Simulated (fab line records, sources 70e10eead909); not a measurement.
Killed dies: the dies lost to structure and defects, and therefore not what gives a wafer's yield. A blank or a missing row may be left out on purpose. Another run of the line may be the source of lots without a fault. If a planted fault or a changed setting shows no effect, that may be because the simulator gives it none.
fab line records + flow nand-harc
record:
- lots: 6
- wafers: 18
- last-day: 34
route steps=1302 shown P_M1@288
lots with no fault: from the same line, run without faults
start-h: start of the lot's first displayed wafer, in hours after the record's first day + wait-h: hours elapsed since this lot's preceding step + " repeats the value in the row above + L1.1+2: several wafers, shown together as one row + - value missing, or start not given + * or withheld: withheld + < > ~ a bound
route shown NAME@n: a module of which the file shows steps, and the number in the route of the first + usual: average and standard deviation across the fault-free wafers + same: alike in all rows + chamber/n: place in a boat + sites: each site's reading + _std_site: the values' standard deviation + _edge_site: mean of outer sites minus mean of inner sites + radius-mm: for every site, how far away it sits from the centre of the wafer + mask NAME#n: copy n + behind: the tool/chamber that last shaped the wafer + hold: cause of the lot's hold/its duration in hours/its outcome + device: whichever transistor did not switch (one of n, p or np) + end of line: the same wafers' tests at the end of the route + step lacking rows: just its recipe + killed: not the wafer's yield, but the dies lost to structure and defects at the first sort + map: dies across one wafer; x = killed, . = not, _ = none there
set.NAME: the setting that was run; set.NAME@STEP: the one run at that earlier step + model.NAME: the simulator's own value behind a step, which no gauge read
a table for each step, a row for each wafer; lots at some steps of the route
services: from which hour (start-h, from the record's first day; less than 0 if before it) a tool's chamber was out of use, for how many hours, and why
== steps ==
step: NHARC_P_M1_COAT_34
recipe:
- temp-c: 200
- time-s: 65
step: NHARC_P_M1_COAT_03
recipe:
- spin-rpm: 1500
- resist-thk-nm: 90
step: NHARC_P_M1_SOFTBAKE_04
recipe:
- temp-c: 105
- time-s: 55
step: NHARC_P_M1_EBR_05
step: NHARC_P_M1_EXPOSE_06
recipe:
- na: 1.35
- target-cd-nm: 130
- dose-mj: 81.88
- mask-id: P_M1
step: NHARC_P_M1_PEB_07
recipe:
- peb-temp-c: 100
- peb-time-s: 65
step: NHARC_P_M1_DEVELOP_08
recipe:
- develop-time-s: 35
- dev-temp-c: 23
step: NHARC_P_M1_CD_MEAS_09
recipe:
- target-cd-nm: 130
- landing-energy-ev: 500
usual:
- cd-nm: 130.1/0.77
| lot.wafer | tool      | chamber | start-h | wait-h | cd-nm |
|-----------|-----------|---------|---------|--------|-------|
| L724.2    | cd-sem-02 | 0       | 210.74  | -      | 128.3 |
| L724.4    | "         | 0       | "       | "      | 129.7 |
| L724.6    | "         | 0       | "       | "      | 129.2 |
| L727.1    | cd-sem-02 | 0       | 244.79  | -      | 129.3 |
| L727.3    | "         | 0       | "       | "      | 129.8 |
| L727.6    | "         | 0       | "       | "      | 129.0 |
| L730.2    | cd-sem-03 | 0       | 288.59  | -      | 130.1 |
| L730.3    | "         | 0       | "       | "      | 131.7 |
| L730.4    | "         | 0       | "       | "      | 130.2 |
| L735.1    | cd-sem-03 | 0       | 327.29  | -      | 129.3 |
| L735.4    | "         | 0       | "       | "      | 130.1 |
| L735.6    | "         | 0       | "       | "      | 129.8 |
| L736.2    | cd-sem-03 | 0       | 342.70  | -      | 129.9 |
| L736.3    | "         | 0       | "       | "      | 130.6 |
| L736.5    | "         | 0       | "       | "      | 130.0 |
| L738.1    | cd-sem-03 | 0       | 352.85  | -      | 130.9 |
| L738.5    | "         | 0       | "       | "      | 129.3 |
| L738.6    | "         | 0       | "       | "      | 129.5 |
step: NHARC_P_M1_OVL_MEAS_10
recipe:
- pitch-nm: 260
usual:
- overlay-x-nm: 0.0/0.75
- overlay-y-nm: 0.0/0.71
| lot.wafer | tool       | chamber | start-h | wait-h | overlay-x-nm | overlay-y-nm |
|-----------|------------|---------|---------|--------|--------------|--------------|
| L724.2    | overlay-01 | -       | 210.83  | -      | -0.3         | 0.0          |
| L724.4    | "          | -       | "       | "      | -0.8         | -0.1         |
| L724.6    | "          | -       | "       | "      | -0.7         | 0.1          |
| L727.1    | overlay-02 | -       | 244.88  | -      | -0.9         | 0.1          |
| L727.3    | "          | -       | "       | "      | -0.2         | 0.3          |
| L727.6    | "          | -       | "       | "      | -0.2         | 0.2          |
| L730.2    | overlay-02 | -       | 288.68  | -      | -0.4         | 0.5          |
| L730.3    | "          | -       | "       | "      | 0.0          | 1.5          |
| L730.4    | "          | -       | "       | "      | 0.0          | 0.6          |
| L735.1    | overlay-02 | -       | 327.38  | -      | 0.4          | 0.7          |
| L735.4    | "          | -       | "       | "      | 0.8          | 0.6          |
| L735.6    | "          | -       | "       | "      | 0.4          | -0.3         |
| L736.2    | overlay-02 | -       | 342.78  | -      | -0.6         | 0.4          |
| L736.3    | "          | -       | "       | "      | -0.1         | 1.0          |
| L736.5    | "          | -       | "       | "      | 0.0          | 0.8          |
| L738.1    | overlay-01 | -       | 352.94  | -      | 0.9          | -0.3         |
| L738.5    | "          | -       | "       | "      | 1.3          | -0.1         |
| L738.6    | "          | -       | "       | "      | 0.4          | 0.2          |
step: NHARC_P_M1_INSPECT_11
usual:
- raw-defect-count: 3.9/2.2
| lot.wafer | tool              | chamber | start-h | wait-h | raw-defect-count |
|-----------|-------------------|---------|---------|--------|------------------|
| L724.2    | defect-inspect-01 | -       | 210.87  | 0.0    | 4                |
| L724.4    | "                 | -       | "       | "      | 5                |
| L724.6    | "                 | -       | "       | "      | 2                |
| L727.1    | defect-inspect-01 | -       | 244.91  | 0.0    | 4                |
| L727.3    | "                 | -       | "       | "      | 4                |
| L727.6    | "                 | -       | "       | "      | 3                |
| L730.2    | defect-inspect-01 | -       | 288.72  | 0.0    | 4                |
| L730.3    | "                 | -       | "       | "      | 5                |
| L730.4    | "                 | -       | "       | "      | 7                |
| L735.1    | defect-inspect-01 | -       | 327.42  | 0.0    | 5                |
| L735.4    | "                 | -       | "       | "      | 2                |
| L735.6    | "                 | -       | "       | "      | 1                |
| L736.2    | defect-inspect-01 | -       | 342.82  | 0.0    | 3                |
| L736.3    | "                 | -       | "       | "      | 8                |
| L736.5    | "                 | -       | "       | "      | 7                |
| L738.1    | defect-inspect-01 | -       | 352.98  | 0.0    | 3                |
| L738.5    | "                 | -       | "       | "      | 3                |
| L738.6    | "                 | -       | "       | "      | 4                |
step: NHARC_P_M1_DESCUM_14
recipe:
- time-s: 3
- o2-flow-sccm: 200
- ar-flow-sccm: 0
- bias-power-w: 0
- chemistry: O2
usual:
- drypump-motor-current-A: 5.7/0.35
- oes-product-au: 1.003/0.011
- rf-vpp-V: 57.9/0.88
- showerhead-plenum-p-Torr: 1.96/0.078
- throttle-valve-pct: 11.312/0.0091
| lot.wafer | tool        | chamber | start-h | wait-h | drypump-motor-current-A | oes-product-au | rf-hours-counter-h | rf-vpp-V | showerhead-plenum-p-Torr | throttle-valve-pct |
|-----------|-------------|---------|---------|--------|-------------------------|----------------|--------------------|----------|--------------------------|--------------------|
| L724.4    | rie-diel-11 | 0       | 210.93  | 0.1    | 5.9                     | 0.994          | 9                  | 57.7     | 2.04                     | 11.302             |
| L724.2    | "           | 2       | "       | "      | 5.6                     | 1.008          | 10                 | 57.6     | 2.03                     | 11.296             |
| L724.6    | "           | 1       | "       | "      | 5.1                     | 1.019          | -                  | 56.3     | 1.84                     | 11.310             |
| L727.3    | rie-diel-11 | 1       | 244.98  | 0.1    | 5.1                     | 1.018          | 12                 | 58.2     | 1.84                     | 11.303             |
| L727.1    | "           | 2       | "       | "      | 5.6                     | 0.989          | 13                 | 57.8     | 2.03                     | 11.310             |
| L727.6    | "           | 1       | "       | "      | 5.1                     | 1.015          | -                  | 56.2     | 1.84                     | 11.310             |
| L730.3    | rie-diel-07 | 0       | 288.78  | 0.1    | 6.5                     | 1.007          | 11                 | 58.8     | 2.05                     | 11.314             |
| L730.4    | "           | 1       | "       | "      | 5.9                     | 0.994          | 10                 | 58.9     | 1.95                     | 11.325             |
| L730.2    | "           | 2       | "       | "      | 5.4                     | 1.016          | 10                 | 57.3     | 1.96                     | 11.326             |
| L735.1    | rie-diel-11 | 2       | 327.66  | 0.2    | 5.5                     | 0.997          | 4                  | 59.1     | 2.03                     | 11.313             |
| L735.4    | "           | 0       | "       | "      | 5.9                     | 1.015          | 5                  | 58.1     | 2.04                     | 11.304             |
| L735.6    | "           | 2       | "       | "      | 5.6                     | 0.995          | -                  | 56.7     | 2.03                     | 11.307             |
| L736.3    | rie-diel-12 | 1       | 342.88  | 0.1    | 5.7                     | 1.004          | 20                 | 57.2     | 1.82                     | 11.312             |
| L736.2    | "           | 0       | "       | "      | 6.1                     | 1.002          | 22                 | 58.2     | 1.97                     | 11.319             |
| L736.5    | "           | 2       | "       | "      | 5.4                     | 1.035          | -                  | 56.7     | 1.86                     | 11.320             |
| L738.1    | rie-diel-11 | 0       | 353.05  | 0.1    | 5.9                     | 1.008          | 7                  | 58.8     | 2.04                     | 11.309             |
| L738.5    | "           | 3       | "       | "      | 5.7                     | 0.991          | -                  | 59.0     | 1.90                     | 11.306             |
| L738.6    | "           | 1       | "       | "      | 5.1                     | 1.002          | -                  | 56.5     | 1.83                     | 11.310             |
step: NHARC_P_M1_ETCH_35
recipe:
- target-depth-a: 400
- overetch-a: 120
- time-s: 43.94
- ion-energy-ev: 200
- n2-flow-sccm: 150
- h2-flow-sccm: 150
- ar-flow-sccm: 0
- rf-w: 400
- bias-w: 150
- chemistry: N2/H2
usual:
- drypump-motor-current-A: 5.7/0.35
- oes-product-au: 1.002/0.011
- rf-vpp-V: 431.9/2.4
- run-length-s: 65.2/0.51
- showerhead-plenum-p-Torr: 2.09/0.086
- throttle-valve-pct: 14.171/0.0091
| lot.wafer | tool        | chamber | start-h | wait-h | drypump-motor-current-A | oes-product-au | rf-hours-counter-h | rf-vpp-V | run-length-s | showerhead-plenum-p-Torr | throttle-valve-pct |
|-----------|-------------|---------|---------|--------|-------------------------|----------------|--------------------|----------|--------------|--------------------------|--------------------|
| L724.4    | rie-diel-11 | 3       | 211.02  | 0.1    | 5.8                     | 0.997          | 10                 | 430.2    | 65.0         | 2.03                     | 14.168             |
| L724.2    | "           | 0       | "       | "      | 5.9                     | 0.993          | 9                  | 435.8    | 65.0         | 2.18                     | 14.184             |
| L724.6    | "           | 3       | "       | "      | 5.7                     | 0.992          | -                  | 428.9    | 65.0         | 2.03                     | 14.172             |
| L727.1    | rie-diel-11 | 2       | 245.06  | 0.1    | 5.6                     | 0.993          | 13                 | 432.9    | 64.3         | 2.16                     | 14.169             |
| L727.3    | "           | 0       | "       | "      | 5.9                     | 0.989          | 12                 | 435.3    | 64.8         | 2.18                     | 14.164             |
| L727.6    | "           | 2       | "       | "      | 5.6                     | 0.996          | -                  | 433.8    | 64.5         | 2.17                     | 14.173             |
| L730.3    | rie-diel-07 | 3       | 288.86  | 0.1    | 5.7                     | 0.990          | 10                 | 434.2    | 65.8         | 2.19                     | 14.174             |
| L730.4    | "           | 0       | "       | "      | 6.5                     | 0.995          | 11                 | 434.5    | 65.4         | 2.18                     | 14.177             |
| L730.2    | "           | 1       | "       | "      | 6.0                     | 1.003          | 10                 | 431.7    | 65.0         | 2.08                     | 14.173             |
| L735.1    | rie-diel-11 | 0       | 327.93  | 0.3    | 5.9                     | 1.016          | 5                  | 435.7    | 65.1         | 2.18                     | 14.171             |
| L735.4    | "           | 1       | "       | "      | 5.1                     | 1.006          | 5                  | 428.2    | 65.7         | 1.95                     | 14.184             |
| L735.6    | "           | 0       | "       | "      | 5.8                     | 1.009          | -                  | 434.0    | 65.0         | 2.18                     | 14.164             |
| L736.3    | rie-diel-12 | 0       | 342.97  | 0.1    | 6.1                     | 1.006          | 22                 | 433.7    | 65.4         | 2.11                     | 14.165             |
| L736.2    | "           | 3       | "       | "      | 5.7                     | 1.012          | 21                 | 432.0    | 64.9         | 2.08                     | 14.165             |
| L736.5    | "           | 0       | "       | "      | 6.0                     | 0.998          | -                  | 432.2    | 65.3         | 2.11                     | 14.164             |
| L738.1    | rie-diel-11 | 0       | 353.20  | 0.1    | 5.9                     | 1.006          | 7                  | 433.2    | 64.8         | 2.18                     | 14.174             |
| L738.5    | "           | 1       | "       | "      | 5.1                     | 1.013          | -                  | 428.7    | 65.6         | 1.95                     | 14.162             |
| L738.6    | "           | 3       | "       | "      | 5.7                     | 1.004          | -                  | 431.2    | 65.1         | 2.03                     | 14.179             |
step: NHARC_P_M1_ETCH_15
recipe:
- target-depth-a: 1825
- time-s: 91.2
- c4f8-flow-sccm: withheld
- ar-flow-sccm: 400
- rf-w: 600
- bias-w: 300
- chemistry: C4F8/Ar
usual:
- oes-product-au: 0.960/0.018
- rf-vpp-V: 442.2/2.6
- run-length-s: 112.4/0.49
| lot.wafer | tool        | chamber | start-h | wait-h | oes-product-au | rf-hours-counter-h | rf-vpp-V | run-length-s |
|-----------|-------------|---------|---------|--------|----------------|--------------------|----------|--------------|
| L724.2    | rie-diel-11 | 0       | 211.11  | -      | 0.924          | 9                  | 445.2    | 112.2        |
| L724.4    | "           | 1       | "       | "      | 0.936          | 9                  | 438.7    | 102.8        |
| L724.6    | "           | 3       | "       | "      | 0.916          | -                  | 442.3    | 112.4        |
| L727.1    | rie-diel-11 | 2       | 245.15  | -      | 0.982          | 13                 | 443.8    | 101.2        |
| L727.3    | "           | 0       | "       | "      | 0.956          | 12                 | 445.4    | 112.4        |
| L727.6    | "           | 1       | "       | "      | 0.978          | -                  | 439.2    | 113.2        |
| L730.4    | rie-diel-07 | 2       | 288.95  | -      | 0.932          | 10                 | 442.1    | 112.4        |
| L730.3    | "           | 3       | "       | "      | 0.921          | 10                 | 442.5    | 112.5        |
| L730.2    | "           | 0       | "       | "      | 0.934          | 11                 | 444.8    | 113.0        |
| L735.1    | rie-diel-11 | 1       | 328.02  | -      | 0.942          | 5                  | 437.6    | 113.1        |
| L735.4    | "           | 2       | "       | "      | 0.924          | 5                  | 444.4    | 111.6        |
| L735.6    | "           | 0       | "       | "      | 0.948          | -                  | 443.5    | 112.1        |
| L736.2    | rie-diel-12 | 2       | 343.05  | -      | 0.987          | 19                 | 439.8    | 112.0        |
| L736.3    | "           | 3       | "       | "      | 0.984          | 21                 | 441.8    | 111.5        |
| L736.5    | "           | 2       | "       | "      | 0.985          | -                  | 442.0    | 111.8        |
| L738.1    | rie-diel-11 | 1       | 353.28  | -      | 0.948          | 7                  | 437.7    | 113.0        |
| L738.5    | "           | 3       | "       | "      | 0.935          | -                  | 440.6    | 112.5        |
| L738.6    | "           | 0       | "       | "      | 0.955          | -                  | 445.3    | 112.0        |
step: NHARC_P_M1_CD_MEAS_16
usual:
- cd-nm: 129.8/1.1
| lot.wafer | tool      | chamber | start-h | wait-h | cd-nm |
|-----------|-----------|---------|---------|--------|-------|
| L724.2    | cd-sem-03 | -       | 211.23  | -      | 128.2 |
| L724.4    | "         | -       | "       | "      | 129.1 |
| L724.6    | "         | -       | "       | "      | 129.2 |
| L727.1    | cd-sem-03 | -       | 245.28  | -      | 128.9 |
| L727.3    | "         | -       | "       | "      | 130.4 |
| L727.6    | "         | -       | "       | "      | 129.3 |
| L730.2    | cd-sem-03 | -       | 289.08  | -      | 129.1 |
| L730.3    | "         | -       | "       | "      | 131.4 |
| L730.4    | "         | -       | "       | "      | 129.9 |
| L735.1    | cd-sem-01 | -       | 328.14  | -      | 128.1 |
| L735.4    | "         | -       | "       | "      | 129.7 |
| L735.6    | "         | -       | "       | "      | 129.2 |
| L736.2    | cd-sem-02 | -       | 343.19  | -      | 129.9 |
| L736.3    | "         | -       | "       | "      | 130.9 |
| L736.5    | "         | -       | "       | "      | 128.9 |
| L738.1    | cd-sem-03 | -       | 353.43  | -      | 129.4 |
| L738.5    | "         | -       | "       | "      | 131.2 |
| L738.6    | "         | -       | "       | "      | 129.0 |
== services ==
| tool        | chamber | start-h | hours | kind       |
|-------------|---------|---------|-------|------------|
| rie-diel-07 | 3       | 203.71  | 3.7   | repair     |
| rie-diel-11 | 0       | 210.00  | -     | clean      |
| rie-diel-11 | 1       | 210.00  | -     | clean      |
| rie-diel-11 | 2       | 210.00  | -     | clean      |
| rie-diel-11 | 3       | 210.00  | -     | clean      |
| rie-diel-11 | 0       | 234.50  | -     | clean      |
| rie-diel-11 | 1       | 234.50  | -     | clean      |
| rie-diel-11 | 2       | 234.50  | -     | clean      |
| rie-diel-11 | 3       | 234.50  | -     | clean      |
| rie-diel-07 | -       | 251.01  | 0.8   | repair     |
| rie-diel-11 | -       | 255.50  | 9.0   | pm         |
| rie-diel-11 | 0       | 255.50  | 9.0   | vent-cycle |
| rie-diel-11 | 1       | 255.50  | 9.0   | vent-cycle |
| rie-diel-11 | 2       | 255.50  | 9.0   | vent-cycle |
| rie-diel-11 | 3       | 255.50  | 9.0   | vent-cycle |
| rie-diel-12 | 0       | 258.42  | 11.3  | repair     |
| rie-diel-11 | 0       | 264.50  | -     | clean      |
| rie-diel-11 | 1       | 264.50  | -     | clean      |
| rie-diel-11 | 2       | 264.50  | -     | clean      |
| rie-diel-11 | 3       | 264.50  | -     | clean      |
| rie-diel-12 | -       | 269.75  | 9.0   | pm         |
| rie-diel-07 | 0       | 289.35  | 29.0  | repair     |
| rie-diel-07 | -       | 294.39  | 9.0   | pm         |
| rie-diel-11 | 2       | 345.73  | 11.0  | repair     |
== key ==
first-sign:
- step: NHARC_P_M1_ETCH_15
- reading: run-length-s
- direction: down
- sigmas: 21
- usual: *
- struck: *
effect none on later readings
met-at NHARC_P_M1_ETCH_15
struck-wafers L724.4,L727.1
sort-left-out L724.4,L727.1
fault:
- kind: process-parameter-drift
- tool: rie-diel-11
- chamber: -
- onset-h: 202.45
- steps: NHARC_P_M1_ETCH_15
- channel: time-s
- offset: *
- shape: step
- end-h: 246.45
- scope: struck-wafers-only
- acts-in: *
- stated: *
sort-left-out: the simulated sort isn't trusted on such a fault, so these wafers' sort isn't shown, and their yield isn't known
